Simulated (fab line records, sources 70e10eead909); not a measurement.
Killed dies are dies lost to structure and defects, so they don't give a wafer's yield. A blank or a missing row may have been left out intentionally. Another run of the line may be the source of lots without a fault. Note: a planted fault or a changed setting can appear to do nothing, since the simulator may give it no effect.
fab line records + flow nandHarc + part 2 of 2: steps 5 to 6 of 6
[record]
- lots = 24
- wafers = 72
- lastDay = 33
route steps=1302 shown A_CHANNEL_FILL_D1@508 A_DECK1_JOINT@539 A_CHANNEL_HOLE_D2@586 A_CHANNEL_FILL_D2@621
lots untouched by any fault: they come from a run of this same line in which no faults occurred
startH: start of the lot's first displayed wafer, in hours after the record's first day + waitH: time in hours since the lot's previous step + " as in the row above + L1.1+2: a single row standing in for several wafers + - no value, or no start was given + * or withheld: withheld + < > ~ a bound
route shown NAME@n: a module of which the file shows steps, and the number in the route of the first + usual: the fault-free wafers' mean and standard deviation + same: alike in all rows + chamber/n: place in a boat + sites: the reading at each site + _std_site: how widely they spread, as a standard deviation + _edge_site: inner sites' mean taken away from outer sites' mean + radiusMm: how far each site lies from the wafer's centre + mask NAME#n: copy n + behind: the most recent tool/chamber to have shaped the wafer + hold: why the lot went on hold/how many hours it stayed there/how the hold came to an end + device: names the non-switching transistor (n, p or np) + end of line: the same wafers' tests at the end of the route + a step with no rows: only its recipe + killed: dies lost to structure and defects at the first sort, not the wafer's yield + map: a wafer's dies, x killed, . not, _ none there
set.NAME: the setting that was run; set.NAME@STEP: the one run at that earlier step + model.NAME: the simulator's own value behind a step, which no gauge read
steps of the route over a sample of lots; a table a step, a row a wafer
services: a tool's chamber out of use, with start hour (startH, from the record's first day; less than 0 if before it), hours out, and reason
[[steps]]
[step NHARC_A_CHANNEL_FILL_D2_STRIP_28]
[recipe]
- timeS = 20
- o2FlowSccm = 500
- arFlowSccm = 0
- biasW = 0
- chemistry = O2
[usual]
- drypumpMotorCurrentA = 5.8/0.49
- oesProductAu = 0.999/0.0071
- rfVppV = 57.8/0.91
- showerheadPlenumPTorr = 3.49/0.16
- throttleValvePct = 17.036/0.0098
| lot.wafer | tool       | chamber | startH | waitH | drypumpMotorCurrentA | oesProductAu | rfHoursCounterH | rfVppV | showerheadPlenumPTorr | throttleValvePct |
|-----------|------------|---------|--------|-------|----------------------|--------------|-----------------|--------|-----------------------|------------------|
| L074.1    | rieDiel-06 | 0       | 329.82 | 0.1   | 5.8                  | 0.995        | 0               | 57.7   | 3.47                  | 17.028           |
| L074.2    | "          | 1       | "      | "     | 5.8                  | 1.001        | 0               | 57.4   | 3.76                  | 17.034           |
| L074.5    | "          | 2       | "      | "     | 6.6                  | 0.993        | -               | 56.4   | 3.36                  | 17.041           |
| L077.2    | rieDiel-06 | 2       | 336.34 | 0.1   | 6.6                  | 1.011        | 1               | 55.6   | 3.36                  | 17.038           |
| L077.5    | "          | 1       | "      | "     | 5.8                  | 1.006        | -               | 59.9   | 3.76                  | 17.041           |
| L077.6    | "          | 2       | "      | "     | 6.6                  | 1.008        | -               | 57.8   | 3.36                  | 17.010           |
| L075.1    | rieDiel-01 | 1       | 336.34 | 0.1   | 5.9                  | 0.998        | 18              | 58.5   | 3.69                  | 17.038           |
| L075.3    | "          | 2       | "      | "     | 5.9                  | 1.000        | 19              | 57.5   | 3.50                  | 17.014           |
| L075.2    | "          | 3       | "      | "     | 5.7                  | 0.998        | 17              | 57.3   | 3.41                  | 17.027           |
| L076.4    | rieDiel-03 | 1       | 344.66 | 0.1   | 5.4                  | 1.003        | 1               | 57.0   | 3.48                  | 17.045           |
| L076.1    | "          | 3       | "      | "     | 4.9                  | 0.987        | 1               | 58.5   | 3.64                  | 17.043           |
| L076.5    | "          | 1       | "      | "     | 5.4                  | 0.984        | -               | 58.3   | 3.48                  | 17.043           |
| L078.1    | rieDiel-06 | 1       | 364.58 | 0.1   | 5.7                  | 0.996        | 2               | 58.5   | 3.75                  | 17.023           |
| L078.3    | "          | 2       | "      | "     | 6.6                  | 0.996        | 2               | 57.4   | 3.36                  | 17.045           |
| L078.5    | "          | 0       | "      | "     | 5.8                  | 1.001        | -               | 57.4   | 3.47                  | 17.045           |
| L079.4    | rieDiel-06 | 3       | 371.42 | 0.1   | 5.5                  | 0.997        | 2               | 58.5   | 3.33                  | 17.016           |
| L079.2    | "          | 1       | "      | "     | 5.7                  | 1.000        | 2               | 58.7   | 3.75                  | 17.043           |
| L079.5    | "          | 2       | "      | "     | 6.6                  | 0.994        | -               | 56.2   | 3.36                  | 17.046           |
| L080.4    | rieDiel-03 | 2       | 376.95 | 0.1   | 6.4                  | 1.005        | 2               | 58.1   | 3.36                  | 17.050           |
| L080.2    | "          | 0       | "      | "     | 4.7                  | 0.983        | 1               | 56.1   | 3.38                  | 17.028           |
| L080.5    | "          | 2       | "      | "     | 6.4                  | 1.006        | -               | 58.2   | 3.36                  | 17.052           |
| L081.3    | rieDiel-06 | 0       | 402.43 | 0.1   | 5.8                  | 0.988        | 3               | 57.6   | 3.47                  | 17.043           |
| L081.2    | "          | 1       | "      | "     | 5.7                  | 1.003        | 3               | 58.6   | 3.75                  | 17.047           |
| L081.6    | "          | 3       | "      | "     | 5.5                  | 1.005        | -               | 57.1   | 3.33                  | 17.042           |
| L082.3    | rieDiel-01 | 1       | 419.68 | 0.1   | 5.9                  | 1.000        | 6               | 58.8   | 3.68                  | 17.035           |
| L082.4    | "          | 2       | "      | "     | 5.9                  | 1.009        | 7               | 57.8   | 3.49                  | 17.009           |
| L082.2    | "          | 3       | "      | "     | 5.7                  | 0.991        | 8               | 58.3   | 3.40                  | 17.047           |
| L084.4    | rieDiel-03 | 0       | 423.86 | 0.1   | 4.7                  | 1.004        | 3               | 59.0   | 3.37                  | 17.031           |
| L084.3    | "          | 1       | "      | "     | 5.4                  | 0.987        | 4               | 56.9   | 3.48                  | 17.032           |
| L084.5    | "          | 1       | "      | "     | 5.4                  | 1.009        | -               | 59.9   | 3.48                  | 17.039           |
| L083.2    | rieDiel-01 | 0       | 428.75 | 0.1   | 6.0                  | 0.985        | 7               | 59.6   | 3.74                  | 17.033           |
| L083.4    | "          | 3       | "      | "     | 5.7                  | 0.992        | 8               | 56.3   | 3.40                  | 17.040           |
| L083.6    | "          | 1       | "      | "     | 5.9                  | 0.985        | -               | 59.4   | 3.69                  | 17.034           |
| L085.1    | rieDiel-06 | 2       | 428.76 | 0.1   | 6.6                  | 0.990        | 4               | 57.7   | 3.36                  | 17.039           |
| L085.6    | "          | 0       | "      | "     | 5.8                  | 0.998        | -               | 58.5   | 3.47                  | 17.051           |
| L085.5    | "          | 1       | "      | "     | 5.7                  | 0.996        | -               | 59.3   | 3.75                  | 17.045           |
| L086.4    | rieDiel-03 | 2       | 440.56 | 0.1   | 6.3                  | 1.006        | 5               | 57.6   | 3.36                  | 17.046           |
| L086.1    | "          | 3       | "      | "     | 4.9                  | 1.000        | 4               | 58.2   | 3.64                  | 17.048           |
| L086.5    | "          | 1       | "      | "     | 5.4                  | 0.991        | -               | 59.2   | 3.48                  | 17.040           |
| L087.1    | rieDiel-01 | 1       | 457.89 | 0.1   | 5.9                  | 0.992        | 9               | 57.3   | 3.68                  | 17.032           |
| L087.4    | "          | 3       | "      | "     | 5.6                  | 1.006        | 12              | 56.5   | 3.40                  | 17.029           |
| L087.6    | "          | 0       | "      | "     | 6.1                  | 0.995        | -               | 58.7   | 3.74                  | 17.039           |
| L088.1    | rieDiel-06 | 3       | 463.29 | 0.1   | 5.5                  | 1.007        | 5               | 57.5   | 3.33                  | 17.051           |
| L088.2    | "          | 0       | "      | "     | 5.8                  | 1.001        | 5               | 57.1   | 3.47                  | 17.024           |
| L088.4    | "          | 1       | "      | "     | 5.8                  | 1.001        | 4               | 58.5   | 3.75                  | 17.052           |
| L089.1    | rieDiel-01 | 3       | 466.39 | 0.1   | 5.7                  | 0.996        | 14              | 56.2   | 3.40                  | 17.044           |
| L089.4    | "          | 1       | "      | "     | 5.9                  | 0.997        | 12              | 57.7   | 3.68                  | 17.034           |
| L089.6    | "          | 0       | "      | "     | 6.1                  | 0.997        | -               | 59.2   | 3.74                  | 17.043           |
| L090.4    | rieDiel-06 | 2       | 483.39 | 0.1   | 6.6                  | 0.995        | 6               | 58.7   | 3.35                  | 17.040           |
| L090.1    | "          | 3       | "      | "     | 5.5                  | 1.000        | 6               | 56.2   | 3.33                  | 17.036           |
| L090.5    | "          | 1       | "      | "     | 5.8                  | 1.002        | -               | 58.5   | 3.75                  | 17.054           |
| L091.1    | rieDiel-06 | 3       | 494.07 | 0.1   | 5.5                  | 1.004        | 0               | 57.3   | 3.33                  | 17.034           |
| L091.4    | "          | 0       | "      | "     | 5.8                  | 0.997        | 0               | 57.5   | 3.46                  | 17.030           |
| L091.6    | "          | 2       | "      | "     | 6.6                  | 0.997        | -               | 56.0   | 3.35                  | 17.040           |
| L092.4    | rieDiel-03 | 1       | 507.72 | 0.1   | 5.4                  | 0.999        | 2               | 57.4   | 3.47                  | 17.029           |
| L092.5    | "          | 0       | "      | "     | 4.7                  | 0.995        | -               | 58.0   | 3.37                  | 17.035           |
| L092.6    | "          | 1       | "      | "     | 5.4                  | 0.989        | -               | 58.8   | 3.47                  | 17.030           |
| L093.1    | rieDiel-06 | 1       | 507.76 | 0.1   | 5.7                  | 1.001        | 0               | 58.8   | 3.75                  | 17.037           |
| L093.6    | "          | 2       | "      | "     | 6.6                  | 0.993        | -               | 57.5   | 3.35                  | 17.046           |
| L093.5    | "          | 3       | "      | "     | 5.5                  | 0.998        | -               | 58.5   | 3.33                  | 17.051           |
| L094.1    | rieDiel-06 | 0       | 520.75 | 0.1   | 5.8                  | 0.994        | 0               | 57.1   | 3.46                  | 17.045           |
| L094.4    | "          | 2       | "      | "     | 6.6                  | 1.005        | 0               | 58.3   | 3.35                  | 17.047           |
| L094.5    | "          | 3       | "      | "     | 5.5                  | 0.995        | -               | 57.0   | 3.33                  | 17.044           |
| L095.2    | rieDiel-06 | 2       | 543.84 | 0.1   | 6.6                  | 1.002        | 1               | 56.5   | 3.35                  | 17.028           |
| L095.1    | "          | 3       | "      | "     | 5.5                  | 1.007        | 2               | 57.3   | 3.32                  | 17.033           |
| L095.4    | "          | 0       | "      | "     | 5.8                  | 1.001        | 1               | 57.0   | 3.46                  | 17.039           |
| L097.2    | rieDiel-03 | 2       | 547.49 | 0.1   | 6.3                  | 1.008        | 3               | 57.7   | 3.36                  | 17.018           |
| L097.5    | "          | 0       | "      | "     | 4.7                  | 1.002        | -               | 59.2   | 3.37                  | 17.053           |
| L097.6    | "          | 1       | "      | "     | 5.4                  | 1.015        | -               | 58.5   | 3.47                  | 17.044           |
| L096.4    | rieDiel-06 | 0       | 555.90 | 0.1   | 5.8                  | 0.997        | 2               | 56.9   | 3.46                  | 17.037           |
| L096.2    | "          | 1       | "      | "     | 5.8                  | 1.009        | 1               | 58.6   | 3.75                  | 17.052           |
| L096.6    | "          | 0       | "      | "     | 5.8                  | 1.000        | -               | 58.4   | 3.46                  | 17.039           |
[step NHARC_A_CHANNEL_FILL_D2_INSPECT_13]
[usual]
- rawDefectCount = 391/120
| lot.wafer | tool             | chamber | startH | waitH | rawDefectCount |
|-----------|------------------|---------|--------|-------|----------------|
| L074.1    | defectInspect-02 | -       | 353.49 | 0.2   | 606            |
| L074.2    | "                | -       | "      | "     | 646            |
| L074.5    | "                | -       | "      | "     | 590            |
| L075.1    | defectInspect-01 | -       | 360.24 | 0.2   | 380            |
| L075.2    | "                | -       | "      | "     | 290            |
| L075.3    | "                | -       | "      | "     | 257            |
| L077.2    | defectInspect-01 | -       | 360.41 | 0.1   | 212            |
| L077.5    | "                | -       | "      | "     | 301            |
| L077.6    | "                | -       | "      | "     | 143            |
| L076.1    | defectInspect-01 | -       | 368.36 | 0.2   | 449            |
| L076.4    | "                | -       | "      | "     | 477            |
| L076.5    | "                | -       | "      | "     | 494            |
| L078.1    | defectInspect-02 | -       | 388.30 | 0.2   | 288            |
| L078.3    | "                | -       | "      | "     | 329            |
| L078.5    | "                | -       | "      | "     | 328            |
| L079.2    | defectInspect-01 | -       | 395.28 | 0.1   | 353            |
| L079.4    | "                | -       | "      | "     | 247            |
| L079.5    | "                | -       | "      | "     | 501            |
| L080.2    | defectInspect-01 | -       | 400.25 | 0.1   | 399            |
| L080.4    | "                | -       | "      | "     | 408            |
| L080.5    | "                | -       | "      | "     | 685            |
| L081.2    | defectInspect-01 | -       | 427.10 | 0.1   | 482            |
| L081.3    | "                | -       | "      | "     | 485            |
| L081.6    | "                | -       | "      | "     | 546            |
| L082.2    | defectInspect-02 | -       | 443.20 | 0.1   | 260            |
| L082.3    | "                | -       | "      | "     | 274            |
| L082.4    | "                | -       | "      | "     | 206            |
| L084.3    | defectInspect-01 | -       | 448.73 | 0.1   | 423            |
| L084.4    | "                | -       | "      | "     | 282            |
| L084.5    | "                | -       | "      | "     | 353            |
| L083.2    | defectInspect-02 | -       | 452.10 | 0.1   | 333            |
| L083.4    | "                | -       | "      | "     | 302            |
| L083.6    | "                | -       | "      | "     | 349            |
| L085.1    | defectInspect-01 | -       | 452.12 | 0.2   | 244            |
| L085.5    | "                | -       | "      | "     | 368            |
| L085.6    | "                | -       | "      | "     | 297            |
| L086.1    | defectInspect-01 | -       | 466.56 | 0.2   | 304            |
| L086.4    | "                | -       | "      | "     | 343            |
| L086.5    | "                | -       | "      | "     | 216            |
| L087.1    | defectInspect-02 | -       | 481.50 | 0.2   | 450            |
| L087.4    | "                | -       | "      | "     | 433            |
| L087.6    | "                | -       | "      | "     | 368            |
| L088.1    | defectInspect-02 | -       | 487.39 | 0.2   | 460            |
| L088.2    | "                | -       | "      | "     | 615            |
| L088.4    | "                | -       | "      | "     | 597            |
| L089.1    | defectInspect-02 | -       | 487.56 | 0.2   | 307            |
| L089.4    | "                | -       | "      | "     | 312            |
| L089.6    | "                | -       | "      | "     | 349            |
| L090.1    | defectInspect-02 | -       | 509.01 | 0.2   | 388            |
| L090.4    | "                | -       | "      | "     | 544            |
| L090.5    | "                | -       | "      | "     | 337            |
| L091.1    | defectInspect-01 | -       | 521.53 | 0.2   | 545            |
| L091.4    | "                | -       | "      | "     | 568            |
| L091.6    | "                | -       | "      | "     | 351            |
| L093.1    | defectInspect-02 | -       | 531.99 | 0.2   | 397            |
| L093.5    | "                | -       | "      | "     | 437            |
| L093.6    | "                | -       | "      | "     | 448            |
| L092.4    | defectInspect-01 | -       | 531.99 | 0.1   | 702            |
| L092.5    | "                | -       | "      | "     | 395            |
| L092.6    | "                | -       | "      | "     | 441            |
| L094.1    | defectInspect-01 | -       | 544.68 | 0.2   | 310            |
| L094.4    | "                | -       | "      | "     | 324            |
| L094.5    | "                | -       | "      | "     | 324            |
| L097.2    | defectInspect-01 | -       | 568.88 | 0.1   | 507            |
| L097.5    | "                | -       | "      | "     | 449            |
| L097.6    | "                | -       | "      | "     | 425            |
| L095.1    | defectInspect-02 | -       | 569.04 | 0.2   | 475            |
| L095.2    | "                | -       | "      | "     | 378            |
| L095.4    | "                | -       | "      | "     | 272            |
| L096.2    | defectInspect-01 | -       | 581.94 | 0.1   | 361            |
| L096.4    | "                | -       | "      | "     | 326            |
| L096.6    | "                | -       | "      | "     | 499            |
[[services]]
| tool       | chamber | startH | hours | kind   |
|------------|---------|--------|-------|--------|
| rieDiel-02 | -       | 216.70 | 9.0   | pm     |
| cmp-02     | -       | 232.80 | 4.0   | pm     |
| rieDiel-06 | -       | 233.58 | 0.5   | repair |
| rieDiel-04 | 3       | 244.38 | 10.1  | repair |
| rieDiel-06 | 2       | 256.05 | 3.1   | repair |
| cmp-02     | -       | 281.56 | 4.0   | repair |
| rieDiel-06 | -       | 307.20 | 9.0   | pm     |
| rieDiel-04 | -       | 310.84 | 0.2   | repair |
| rieDiel-02 | 1       | 316.32 | 2.1   | repair |
| cmp-02     | -       | 330.80 | 4.0   | pm     |
| cmp-02     | -       | 336.44 | 1.5   | repair |
| rieDiel-04 | -       | 354.90 | 9.0   | pm     |
| rieDiel-08 | -       | 367.80 | 9.0   | pm     |
| rieDiel-02 | 0       | 375.40 | 4.6   | repair |
| rieDiel-04 | 3       | 387.78 | 11.6  | repair |
| rieDiel-02 | -       | 393.71 | 9.0   | pm     |
| rieDiel-04 | -       | 406.95 | 0.2   | repair |
| rieDiel-06 | 0       | 440.12 | 1.2   | repair |
| rieDiel-02 | -       | 482.22 | 1.5   | repair |
| rieDiel-06 | -       | 484.20 | 9.0   | pm     |
| rieDiel-08 | 3       | 495.83 | 8.4   | repair |
| rieDiel-04 | 3       | 529.69 | 2.3   | repair |
| rieDiel-04 | -       | 531.90 | 9.0   | pm     |
| rieDiel-08 | -       | 544.80 | 9.0   | pm     |
